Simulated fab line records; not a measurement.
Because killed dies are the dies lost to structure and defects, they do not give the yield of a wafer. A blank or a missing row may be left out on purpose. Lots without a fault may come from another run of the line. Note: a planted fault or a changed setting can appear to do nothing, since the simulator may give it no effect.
Lot-split experiment -- flow n5Finfet -- 7 lots, 21 wafers read, on a route of 1938 steps

ABOUT THE SPLIT
At N5_BEOL_M0_CUTY_ETCH_63 (etches SOC in N2/H2, target depth 82.7 nm, overetch 16.5 nm, time 124 s), the setting sourceW was moved away from the recipe's 840 W on 5 of the 21 wafers read, by -10.8% to +15.7%. The other wafers ran this setting at the recipe's value.

The reading is taken at the split's own step.

THE READING
rfVppV, in V, at N5_BEOL_M0_CUTY_ETCH_63 (etches SOC in N2/H2, target depth 82.7 nm, overetch 16.5 nm, time 124 s). Fault-free wafers of this fab line usually give 524.9 V, standard deviation 2 V.

wafer,"tool, chamber at the split","sourceW as run, W",against the recipe,"rfVppV, V",against lot-mates on the recipe
L074.1,"rieDiel-01, 0",840,recipe,527.7,-
L074.2,"rieDiel-01, 3",840,recipe,522.3,-
L074.6,"rieDiel-01, 0",840,recipe,527.0,-
L076.1,"rieDiel-04, 2",840,recipe,527.6,-
L076.3,"rieDiel-04, 1",971.7,+15.7%,500.0,-27.6
L076.6,"rieDiel-04, 1",971.7,+15.7%,500.6,-27.0
L079.2,"rieDiel-06, 2",840,recipe,525.9,-
L079.4,"rieDiel-06, 1",840,recipe,525.0,-
L079.6,"rieDiel-06, 2",928.4,+10.5%,508.2,-17.3
L081.3,"rieDiel-04, 3",840,recipe,527.3,-
L081.4,"rieDiel-04, 1",840,recipe,524.8,-
L081.6,"rieDiel-04, 3",840,recipe,526.6,-
L095.1,"rieDiel-04, 3",933.4,+11.1%,508.2,-18.2
L095.4,"rieDiel-04, 1",840,recipe,525.3,-
L095.5,"rieDiel-04, 0",840,recipe,527.5,-
L094.1,"rieDiel-01, 3",840,recipe,523.0,-
L094.3,"rieDiel-01, 1",840,recipe,522.9,-
L094.6,"rieDiel-01, 2",749.6,-10.8%,540.1,+17.1
L097.1,"rieDiel-01, 0",840,recipe,527.4,-
L097.2,"rieDiel-01, 2",840,recipe,522.0,-
L097.5,"rieDiel-01, 2",840,recipe,520.3,-

FIT RESULTS
A straight line over all 21 wafers: rfVppV changes by -1.54 V for each +1% of sourceW; r = -0.98; the points scatter about the line by 2.2 V.
The same after taking each lot's own level away (the mean of its wafers on the recipe; 21 wafers): -1.69 V for each +1%; r = -0.99; scatter 1.7 V.
According to that fit, moving sourceW by its largest amount changes the reading by 26 V.
From 522.95 to 527.60 V: that is the span of the lots' own levels, equal to 2.3 times the standard deviation above.
Consequently the slope shifts little with the lot-to-lot level, the two slopes agreeing.
Check: with one of the wafers moved furthest among these (+15.7%) left out of the fit, the line predicts -26.1 V for it against its lot-mates. It came out at -27.6 V against them.
Tool readings at the split's step, against how far the setting was moved: rfVppV r = -0.98.

OTHER SPLITS APPLIED TO THESE WAFERS
Before the reading, these wafers also passed through other splits. Each is held against what the fit with the lots' levels taken away leaves over:
other split on the same wafers,wafers away from the commonest value,r with rfVppV (lot level and that fit taken away)
N5_ILD0_CMP_12 downForcePsi,5,+0.09
N5_SDB_COAT_05 spinRpm,6,+0.10
N5_HKMG_FIN_COAT_06 spinRpm,5,-0.08
N5_HKMG_FIN_DEVELOP_11 developTimeS,6,+0.12
N5_MOL_CONTACT_COAG_VIA_ETCH_117 biasW,12,+0.14
N5_BEOL_M0_SAQP_COAT_08 spinRpm,6,-0.14
N5_BEOL_M0_SAQP_DEVELOP_13 developTimeS,8,+0.11

THE FILE'S OWN FIT
rfVppV changes by -1.67 V for each +1% of sourceW, r = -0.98.
